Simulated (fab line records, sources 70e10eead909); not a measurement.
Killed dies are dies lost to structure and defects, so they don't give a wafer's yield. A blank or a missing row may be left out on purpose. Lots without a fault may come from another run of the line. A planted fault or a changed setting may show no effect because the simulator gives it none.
fab line records | flow nand_harc | part 1 of 2: steps 1 to 26 of 35
record lots=5 wafers=15 last_day=23
route steps=1159 shown P_M1@297 P_M2@318
lots that met no fault: from a run of the same line without faults
start_h: hours from the record's first day to the start of the lot's first wafer shown | wait_h: hours since the lot's step before | " the same as in the row above | L1.1+2: a row that stands for several wafers | - no value, or no start given | * or withheld: withheld | < > ~ a bound
route shown NAME@n: a module of which the file shows steps, and the number in the route of the first | usual: mean/standard deviation of fault-free wafers | same: alike in all rows | chamber/n: place in a boat | sites: the reading at each site | _std_site: their standard deviation | _edge_site: outer sites' mean less inner sites' | radius_mm: how far each site lies from the wafer's centre | mask NAME#n: copy n | behind: the tool/chamber that last shaped the wafer | hold: why the lot was held/for how many hours/how that ended | device: the transistor (n, p or np) that didn't switch | end of line: the same wafers' tests at the end of the route | a step without rows: its recipe alone | killed: dies lost to structure and defects at the first sort, not the wafer's yield | map: a wafer's dies, x killed, . not, _ none there
set.NAME: the setting as run; set.NAME@STEP: as run at that earlier step | model.NAME: the simulator's own value behind a step, which no gauge read
lots at some steps of the route; a table a step, a row a wafer
services: from which hour (start_h, from the record's first day; less than 0 if before it) a tool's chamber was out of use, for how many hours, and why
## steps
# step NHARC_P_M1_INSPECT_11
# usual raw_defect_count=4.3/2.9
# columns lot.wafer tool chamber start_h wait_h raw_defect_count
L077.2 defect_inspect-02 - 153.63 0.0 6
L077.4 " - " " 3
L077.6 " - " " 5
L078.1 defect_inspect-02 - 154.32 0.0 4
L078.3 " - " " 3
L078.4 " - " " 8
L080.2 defect_inspect-01 - 168.00 0.0 15
L080.3 " - " " 13
L080.6 " - " " 14
L083.1 defect_inspect-01 - 178.01 0.0 4
L083.3 " - " " 1
L083.6 " - " " 4
L084.1 defect_inspect-01 - 224.88 0.0 2
L084.3 " - " " 5
L084.5 " - " " 8
# step NHARC_P_M1_DESCUM_14
# recipe time_s=3 o2_flow_sccm=200 ar_flow_sccm=0 bias_power_w=0 chemistry=O2
# usual drypump_motor_current_A=5.7/0.37 oes_product_au=0.998/0.0095 rf_vpp_V=57.7/0.91 showerhead_plenum_p_Torr=1.89/0.059 throttle_valve_pct=11.310/0.01
# same bias_power_w=0
# columns lot.wafer tool chamber start_h wait_h drypump_motor_current_A oes_product_au rf_hours_counter_h rf_vpp_V showerhead_plenum_p_Torr throttle_valve_pct
L077.2 rie_diel-03 2 153.69 0.1 5.3 0.988 10 58.8 1.90 11.318
L077.4 " 1 " " 6.0 0.989 9 56.7 1.80 11.292
L077.6 " 2 " " 5.3 0.972 - 57.1 1.90 11.302
L078.3 rie_diel-03 0 154.38 0.1 5.7 0.996 9 58.8 2.02 11.301
L078.1 " 2 " " 5.3 0.982 10 57.8 1.90 11.320
L078.4 " 3 " " 5.5 0.988 7 57.7 1.87 11.288
L080.3 rie_diel-06 1 168.06 0.1 6.1 1.012 4 56.6 1.87 11.305
L080.2 " 0 " " 5.5 0.984 4 59.3 1.90 11.300
L080.6 " 2 " " 5.9 1.002 - 58.6 1.87 11.313
L083.3 rie_diel-07 0 178.07 0.1 6.3 0.997 3 56.8 1.90 11.311
L083.1 " 2 " " 6.0 1.006 3 57.1 1.94 11.303
L083.6 " 2 " " 6.0 1.008 - 57.7 1.94 11.324
L084.1 rie_diel-06 0 224.94 0.1 5.4 1.004 7 57.9 1.90 11.327
L084.3 " 2 " " 5.9 0.994 8 59.6 1.87 11.316
L084.5 " 1 " " 6.1 1.009 - 58.0 1.87 11.312
# step NHARC_P_M1_ETCH_35
# recipe target_depth_a=400 overetch_a=120 time_s=43.94 ion_energy_ev=200 n2_flow_sccm=150 h2_flow_sccm=150 ar_flow_sccm=0 rf_w=400 bias_w=150 chemistry=N2/H2
# usual drypump_motor_current_A=5.7/0.37 oes_product_au=0.998/0.01 rf_vpp_V=429.7/1.7 showerhead_plenum_p_Torr=2.01/0.062 throttle_valve_pct=14.171/0.0084
# columns lot.wafer tool chamber start_h wait_h drypump_motor_current_A oes_product_au rf_hours_counter_h rf_vpp_V showerhead_plenum_p_Torr throttle_valve_pct
L077.2 rie_diel-03 1 153.78 0.1 6.0 0.995 9 425.8 1.91 14.167
L077.4 " 0 " " 5.8 0.999 9 433.7 2.16 14.175
L077.6 " 1 " " 6.0 0.992 - 428.4 1.91 14.191
L078.1 rie_diel-03 0 154.47 0.1 5.8 0.997 9 432.9 2.16 14.169
L078.4 " 1 " " 6.0 0.993 9 428.0 1.92 14.175
L078.3 " 2 " " 5.3 0.991 10 429.1 2.02 14.173
L080.2 rie_diel-06 2 168.16 0.1 5.9 1.000 4 429.8 2.00 14.175
L080.3 " 3 " " 5.5 1.005 4 427.6 1.92 14.163
L080.6 " 1 " " 6.1 0.999 - 429.2 1.99 14.170
L083.1 rie_diel-07 2 178.17 0.1 6.0 1.015 3 431.7 2.07 14.174
L083.3 " 1 " " 5.1 1.009 3 428.9 2.00 14.168
L083.6 " 0 " " 6.3 0.998 - 431.9 2.03 14.183
L084.1 rie_diel-06 3 225.03 0.1 5.4 1.011 7 428.1 1.92 14.176
L084.3 " 1 " " 6.1 1.023 7 427.9 1.99 14.168
L084.5 " 0 " " 5.5 0.995 - 429.4 2.02 14.162
# step NHARC_P_M1_ETCH_15
# recipe target_depth_a=1825 time_s=91.2 c4f8_flow_sccm=withheld ar_flow_sccm=400 rf_w=600 bias_w=300 chemistry=C4F8/Ar
# usual oes_product_au=0.961/0.017 rf_vpp_V=440.1/2
# columns lot.wafer tool chamber start_h wait_h oes_product_au rf_hours_counter_h rf_vpp_V
L077.4 rie_diel-03 3 - - 0.949 7 439.1
L077.2 " 0 " " 0.965 9 443.7
L077.6 " 3 " " 0.954 - 439.8
L078.4 rie_diel-03 3 - - 0.967 7 440.3
L078.1 " 1 " " 0.963 9 437.6
L078.3 " 2 " " 0.956 10 440.5
L080.2 rie_diel-06 3 - - 0.933 4 437.9
L080.3 " 0 " " 0.928 4 439.9
L080.6 " 0 " " 0.912 - 439.8
L083.1 rie_diel-07 1 - - 0.931 3 440.8
L083.3 " 0 " " 0.935 3 440.7
L083.6 " 1 " " 0.941 - 441.3
L084.3 rie_diel-06 2 - - 0.965 8 439.4
L084.1 " 3 " " 0.967 7 437.4
L084.5 " 3 " " 0.962 - 436.7
# step NHARC_P_M1_CD_MEAS_16
# usual cd_nm=130.0/0.9
# columns lot.wafer tool chamber start_h wait_h cd_nm
L077.2 cd_sem-03 - 154.01 - 128.7
L077.4 " - " " 130.0
L077.6 " - " " 128.7
L078.1 cd_sem-03 - 154.69 - 130.1
L078.3 " - " " 129.4
L078.4 " - " " 129.0
L080.2 cd_sem-01 - 168.37 - 128.3
L080.3 " - " " 130.6
L080.6 " - " " 131.0
L083.1 cd_sem-02 - 178.42 - 131.6
L083.3 " - " " 129.8
L083.6 " - " " 129.5
L084.1 cd_sem-03 - 225.25 - 130.2
L084.3 " - " " 130.4
L084.5 " - " " 130.1
# step NHARC_P_M1_STRIP_18
# recipe power_w=1000 n2_flow_sccm=150 h2_flow_sccm=150 ar_flow_sccm=0 bias_w=0 chemistry=N2/H2
# usual drypump_motor_current_A=5.8/0.36 oes_product_au=0.999/0.0098 power_w=999.7/2.9 rf_vpp_V=90.6/0.91 showerhead_plenum_p_Torr=2.01/0.061 throttle_valve_pct=14.171/0.0095
# columns lot.wafer tool chamber start_h wait_h drypump_motor_current_A oes_product_au power_w rf_hours_counter_h rf_vpp_V showerhead_plenum_p_Torr throttle_valve_pct
L077.2 rie_diel-06 1 154.08 0.1 6.1 1.005 1002.0 3 92.2 1.99 14.156
L077.4 " 0 " " 5.5 0.983 1001.7 3 89.5 2.02 14.184
L077.6 " 2 " " 5.9 1.000 1000.5 - 90.9 2.00 14.170
L078.1 rie_diel-03 3 154.76 0.1 5.6 0.981 997.7 7 90.6 1.99 14.155
L078.3 " 0 " " 5.8 0.988 1001.8 9 91.9 2.16 14.171
L078.4 " 1 " " 6.0 0.987 1001.1 9 89.7 1.91 14.180
L080.3 rie_diel-07 2 168.47 0.1 6.0 1.004 996.9 3 91.1 2.07 14.147
L080.2 " 0 " " 6.3 0.999 1003.2 3 90.9 2.02 14.164
L080.6 " 1 " " 5.1 1.011 997.7 - 90.5 2.00 14.171
L083.3 rie_diel-07 2 178.53 0.1 5.9 1.012 998.2 3 90.6 2.07 14.158
L083.1 " 0 " " 6.3 1.003 1002.9 3 90.6 2.02 14.171
L083.6 " 0 " " 6.3 1.007 1001.8 - 93.1 2.03 14.181
L084.3 rie_diel-03 1 225.36 0.1 6.0 0.992 995.9 0 90.0 1.91 14.157
L084.1 " 2 " " 5.3 0.997 997.6 0 90.8 2.02 14.176
L084.5 " 0 " " 5.8 1.021 1000.7 - 88.2 2.16 14.169
# step NHARC_P_M1_ETCH_28
# recipe target_depth_a=300 over_etch_frac=0.3 time_s=72.99 ion_energy_ev=150 cf4_flow_sccm=50 n2_flow_sccm=100 ar_flow_sccm=150 rf_w=300 bias_w=100 chemistry=CF4/N2
# usual drypump_motor_current_A=5.7/0.37 oes_product_au=0.999/0.0095 rf_vpp_V=313.6/1.4 showerhead_plenum_p_Torr=2.59/0.069 throttle_valve_pct=19.794/0.0086
# columns lot.wafer tool chamber start_h wait_h drypump_motor_current_A oes_product_au rf_hours_counter_h rf_vpp_V showerhead_plenum_p_Torr throttle_valve_pct
L077.4 rie_diel-06 0 - - 5.5 1.004 3 314.2 2.61 19.787
L077.2 " 2 " " 5.9 0.999 3 314.0 2.57 19.800
L077.6 " 0 " " 5.4 1.004 - 314.1 2.61 19.798
L078.1 rie_diel-03 3 - - 5.5 1.000 7 313.6 2.57 19.789
L078.3 " 0 " " 5.8 0.993 9 316.1 2.76 19.792
L078.4 " 1 " " 6.0 1.003 9 311.6 2.48 19.798
L080.3 rie_diel-07 1 - - 5.1 1.016 3 313.1 2.58 19.786
L080.2 " 2 " " 6.0 0.995 3 314.7 2.66 19.796
L080.6 " 2 " " 6.0 1.007 - 315.2 2.66 19.788
L083.1 rie_diel-07 2 - - 6.0 1.008 3 315.4 2.66 19.784
L083.3 " 0 " " 6.3 0.994 3 314.7 2.61 19.792
L083.6 " 2 " " 6.0 1.010 - 314.9 2.66 19.793
L084.1 rie_diel-03 1 - - 6.0 0.990 0 311.0 2.48 19.794
L084.3 " 2 " " 5.3 0.992 0 313.2 2.60 19.799
L084.5 " 1 " " 6.0 0.991 - 311.6 2.48 19.792
# step NHARC_P_M1_STRIP_19
# recipe time_s=600 temp_c=30 chemistry=post_etch_residue_remover
# columns lot.wafer tool chamber start_h wait_h
L077.4+6+2 wet_bench-08 7,1,2 154.45 -
L078.4+3+1 wet_bench-08 6,7,2 155.14 -
L080.3+6+2 wet_bench-08 1,2,5 168.82 -
L083.3+6+1 wet_bench-08 0,1,2 178.93 -
L084.5+1+3 wet_bench-08 5,6,0 225.71 -
# step NHARC_P_M1_DEGAS_29
# recipe temp_c=250 time_s=60
# usual heater_power_w=333/33
# columns lot.wafer tool chamber start_h wait_h heater_power_w
L077.2 pvd_sputter-02 - 154.72 - 317
L077.4 " - " " 313
L077.6 " - " " 316
L078.4 pvd_sputter-01 - 155.41 - 334
L078.1 " - " " 265
L078.3 " - " " 341
L080.2 pvd_sputter-02 - 169.08 - 363
L080.3 " - " " 316
L080.6 " - " " 318
L083.3 pvd_sputter-03 - 179.21 - 357
L083.1 " - " " 386
L083.6 " - " " 337
L084.1 pvd_sputter-03 - 225.98 - 382
L084.3 " - " " 339
L084.5 " - " " 381
# step NHARC_P_M1_PRE_CLEAN_30
# recipe time_s=30 temp_c=280 gas=H2/He
# usual heater_power_w=406/39
# columns lot.wafer tool chamber start_h wait_h heater_power_w
L077.4 pvd_sputter-02 - - - 389
L077.2 " - " " 397
L077.6 " - " " 401
L078.4 pvd_sputter-01 - - - 320
L078.3 " - " " 413
L078.1 " - " " 412
L080.2 pvd_sputter-02 - - - 384
L080.3 " - " " 452
L080.6 " - " " 381
L083.1 pvd_sputter-03 - - - 465
L083.3 " - " " 471
L083.6 " - " " 458
L084.1 pvd_sputter-03 - - - 476
L084.3 " - " " 419
L084.5 " - " " 411
# step NHARC_P_M1_PVD_20
# recipe target_thk_a=50 bias_v=168.6 power_w=15000 chamber_pressure_pa=0.12 time_s=8.06 substrate_temp_c=50 material=TaN
# usual substrate_temp_c=50.00/0.11 throttle_valve_pct=29.8/0.84
# columns lot.wafer tool chamber start_h wait_h substrate_temp_c throttle_valve_pct
L077.4 pvd_sputter-02 - - - 49.91 29.3
L077.2 " - " " 50.09 28.5
L077.6 " - " " 50.02 29.6
L078.4 pvd_sputter-01 - - - 49.94 29.5
L078.3 " - " " 49.98 30.3
L078.1 " - " " 49.77 31.4
L080.3 pvd_sputter-02 - - - 49.94 29.5
L080.2 " - " " 49.93 28.4
L080.6 " - " " 50.09 30.4
L083.1 pvd_sputter-03 - - - 50.25 30.8
L083.3 " - " " 50.23 30.4
L083.6 " - " " 50.14 31.0
L084.1 pvd_sputter-03 - - - 50.08 30.3
L084.3 " - " " 49.89 30.4
L084.5 " - " " 50.06 30.3
# step NHARC_P_M1_PVD_21
# recipe target_thk_a=300 chamber_pressure_pa=5 power_w=5000 substrate_temp_c=30 time_s=20.49 material=Cu
# usual substrate_temp_c=30.00/0.1 throttle_valve_pct=29.7/0.8
# columns lot.wafer tool chamber start_h wait_h substrate_temp_c throttle_valve_pct
L077.2 pvd_sputter-02 - - - 29.88 30.3
L077.4 " - " " 29.87 29.7
L077.6 " - " " 30.01 30.3
L078.4 pvd_sputter-01 - - - 29.80 30.0
L078.3 " - " " 29.98 31.1
L078.1 " - " " 30.12 29.4
L080.3 pvd_sputter-02 - - - 29.84 29.6
L080.2 " - " " 30.03 29.2
L080.6 " - " " 29.96 29.2
L083.1 pvd_sputter-03 - - - 29.91 30.6
L083.3 " - " " 30.18 30.1
L083.6 " - " " 30.11 30.1
L084.3 pvd_sputter-03 - - - 29.98 30.5
L084.1 " - " " 29.99 29.3
L084.5 " - " " 30.16 30.2
# step NHARC_P_M1_ECD_22
# recipe target_thk_a=4000 bath_temp_c=25 material=Cu
# columns lot.wafer tool chamber start_h wait_h
L077.2+4+6 ecd_cu-02 0,1,1 155.08 -
L078.1+4+3 ecd_cu-01 0,1,0 155.82 -
L080.2+3+6 ecd_cu-01 1,0,0 169.51 -
L083.1+3+6 ecd_cu-01 1,0,1 179.61 -
L084.1+3+5 ecd_cu-01 0,1,1 226.34 -
# step NHARC_P_M1_ANNEAL_31
# recipe temp_c=225 time_s=90
# usual wafer_temp_C_max=226.11/0.26
# columns lot.wafer tool chamber start_h wait_h wafer_temp_C_max
L077.2 rtp_anneal-01 0 155.51 0.4 226.11
L077.4 " 0 " " 226.20
L077.6 " 0 " " 225.84
L078.1 rtp_anneal-01 0 156.14 - 225.81
L078.3 " 0 " " 226.26
L078.4 " 0 " " 225.58
L080.2 rtp_anneal-02 0 169.94 0.4 225.97
L080.3 " 0 " " 226.26
L080.6 " 0 " " 226.33
L083.1 rtp_anneal-02 0 179.94 0.3 226.16
L083.3 " 0 " " 226.01
L083.6 " 0 " " 226.39
L084.1 rtp_anneal-01 0 226.72 - 225.95
L084.3 " 0 " " 225.75
L084.5 " 0 " " 226.52
# step NHARC_P_M1_CMP_23
# recipe t_overpolish_s=20 target_thk_nm=157.82
# usual motor_current_A=11.9/1.1 pad_life_wafers=252/150 time_to_endpoint_s=29.7/2.6
# columns lot.wafer tool chamber start_h wait_h motor_current_A pad_life_wafers time_to_endpoint_s
L077.4 cmp-04 0 155.83 - 12.3 271 33.5
L077.2 " 2 " " 12.9 273 35.0
L077.6 " 0 " " 12.2 - 31.9
L078.4 cmp-04 3 156.51 - 14.6 277 28.5
L078.3 " 0 " " 11.6 278 29.7
L078.1 " 1 " " 11.8 279 29.6
L080.2 cmp-01 1 170.27 - 12.0 565 30.3
L080.3 " 2 " " 14.6 566 34.9
L080.6 " 1 " " 12.4 - 31.6
L083.3 cmp-03 3 180.28 - 11.1 60 29.3
L083.1 " 1 " " 10.7 62 28.3
L083.6 " 3 " " 11.6 - 30.8
L084.3 cmp-01 3 227.12 - 12.1 188 31.0
L084.1 " 0 " " 12.2 189 32.6
L084.5 " 2 " " 14.0 - 30.8
# step NHARC_P_M1_THK_MEAS_24
# recipe thk_meas_gauge=xrf
# usual thk_nm=158.2/1.4
# columns lot.wafer tool chamber start_h wait_h thk_nm
L077.2 film_metro-02 - 156.12 - 158.2
L077.4 " - " " 157.1
L077.6 " - " " 157.5
L078.1 film_metro-02 - 156.80 - 161.3
L078.3 " - " " 160.4
L078.4 " - " " 158.8
L080.2 film_metro-02 - 170.55 - 156.3
L080.3 " - " " 156.7
L080.6 " - " " 155.8
L083.1 film_metro-02 - 180.59 - 155.7
L083.3 " - " " 156.6
L083.6 " - " " 154.7
L084.1 film_metro-02 - 227.38 - 159.2
L084.3 " - " " 158.9
L084.5 " - " " 159.0
# step NHARC_P_M1_SRD_25
# columns lot.wafer tool chamber start_h wait_h
L077.2+4+6 wet_bench-08 0,1,3 156.16 0.0
L078.4+3+1 wet_bench-08 5,6,7 156.86 0.1
L080.3+6+2 wet_bench-08 6,2,3 170.59 0.0
L083.6+1+3 wet_bench-10 4,5,0 180.64 0.0
L084.3+5+1 wet_bench-08 3,4,0 227.42 0.0
# step NHARC_P_M1_INSPECT_27
# usual raw_defect_count=334/120
# columns lot.wafer tool chamber start_h wait_h raw_defect_count
L077.2 defect_inspect-02 - 156.27 0.0 639
L077.4 " - " " 280
L077.6 " - " " 453
L078.1 defect_inspect-01 - 156.97 0.0 345
L078.3 " - " " 259
L078.4 " - " " 285
L080.2 defect_inspect-01 - 170.71 0.0 183
L080.3 " - " " 412
L080.6 " - " " 333
L083.1 defect_inspect-02 - 180.76 0.0 273
L083.3 " - " " 436
L083.6 " - " " 208
L084.1 defect_inspect-02 - 227.54 0.0 149
L084.3 " - " " 130
L084.5 " - " " 162
# step NHARC_P_M1_PRE_CLEAN_32
# recipe time_s=12 temp_c=370 rf_power_w=300 gas=NH3
# usual heater_power_w=597/92
# columns lot.wafer tool chamber start_h wait_h heater_power_w
L077.2 pecvd-04 0 156.37 0.1 565
L077.4 " 1 " " 532
L077.6 " 0 " " 568
L078.1 pecvd-04 1 157.33 0.4 587
L078.3 " 2 " " 621
L078.4 " 0 " " 583
L080.2 pecvd-02 0 170.79 0.1 537
L080.3 " 1 " " 479
L080.6 " 1 " " 477
L083.1 pecvd-02 1 180.83 0.1 532
L083.3 " 0 " " 544
L083.6 " 2 " " 606
L084.3 pecvd-03 1 227.76 0.2 709
L084.1 " 2 " " 823
L084.5 " 0 " " 575
# step NHARC_P_M1_DEP_33
# recipe target_thk_a=300 temp_c=370 target_thk_nm=30 pressure_torr=3 flow_sccm=200 rf_w=450 material=SiCN
# usual heater_power_w=549/84
# columns lot.wafer tool chamber start_h wait_h heater_power_w
L077.2 pecvd-04 0 156.51 0.1 509
L077.4 " 1 " " 531
L077.6 " 0 " " 514
L078.1 pecvd-04 1 157.44 0.1 466
L078.3 " 2 " " 529
L078.4 " 0 " " 450
L080.2 pecvd-02 0 170.90 0.1 573
L080.3 " 1 " " 477
L080.6 " 1 " " 466
L083.1 pecvd-02 1 180.91 0.1 388
L083.3 " 0 " " 506
L083.6 " 2 " " 649
L084.3 pecvd-03 1 227.87 0.1 606
L084.1 " 2 " " 689
L084.5 " 0 " " 564
# step NHARC_P_M2_DEP_00
# recipe target_thk_a=1825 target_thk_nm=182.5 temp_c=withheld pressure_torr=5 flow_sccm=200 rf_w=600 material=SiOC
# columns lot.wafer tool chamber start_h wait_h
L077.2+4+6 pecvd-03 0,0,1 157.31 -
L078.1+3+4 pecvd-03 0,2,2 157.81 -
L080.2+3+6 pecvd-02 2,0,0 - -
L083.1+3+6 pecvd-04 2,1,2 181.32 -
L084.1+3+5 pecvd-02 2,1,1 228.24 -
# step NHARC_P_M2_DEHYDRATE_01
# recipe temp_c=150 time_s=120
# columns lot.wafer tool chamber start_h wait_h
L077.2+4+6 litho_track-04 0 157.72 -
L078.1+3+4 litho_track-01 0 158.21 -
L080.2+3+6 litho_track-04 0 171.79 -
L083.1+3+6 litho_track-01 0 181.73 -
L084.1+3+5 litho_track-04 0 228.65 -
# step NHARC_P_M2_HMDS_02
# recipe time_s=30
# columns lot.wafer tool chamber start_h wait_h
L077.2+4+6 litho_track-04 0 - -
L078.1+3+4 litho_track-01 0 - -
L080.2+3+6 litho_track-04 0 - -
L083.1+3+6 litho_track-01 0 - -
L084.1+3+5 litho_track-04 0 - -
# step NHARC_P_M2_COAT_34
# recipe temp_c=200 time_s=65
# columns lot.wafer tool chamber start_h wait_h
L077.2+4+6 litho_track-04 0 - -
L078.1+3+4 litho_track-01 0 - -
L080.2+3+6 litho_track-04 0 - -
L083.1+3+6 litho_track-01 0 - -
L084.1+3+5 litho_track-04 0 - -
# step NHARC_P_M2_COAT_03
# recipe spin_rpm=1500 resist_thk_nm=90
# usual dispense_pressure_kPa=50/3.2
# columns lot.wafer tool chamber start_h wait_h dispense_pressure_kPa
L077.2 litho_track-04 0 - - 48
L077.4 " 0 " " 48
L077.6 " 0 " " 48
L078.1 litho_track-01 0 - - 47
L078.3 " 0 " " 47
L078.4 " 0 " " 47
L080.2 litho_track-04 0 - - 48
L080.3 " 0 " " 48
L080.6 " 0 " " 48
L083.1 litho_track-01 0 - - 47
L083.3 " 0 " " 47
L083.6 " 0 " " 47
L084.1 litho_track-04 0 - - 48
L084.3 " 0 " " 48
L084.5 " 0 " " 48
# step NHARC_P_M2_SOFTBAKE_04
# recipe temp_c=105 time_s=55
# columns lot.wafer tool chamber start_h wait_h
L077.2+4+6 litho_track-04 0 - -
L078.1+3+4 litho_track-01 0 - -
L080.2+3+6 litho_track-04 0 - -
L083.1+3+6 litho_track-01 0 - -
L084.1+3+5 litho_track-04 0 - -
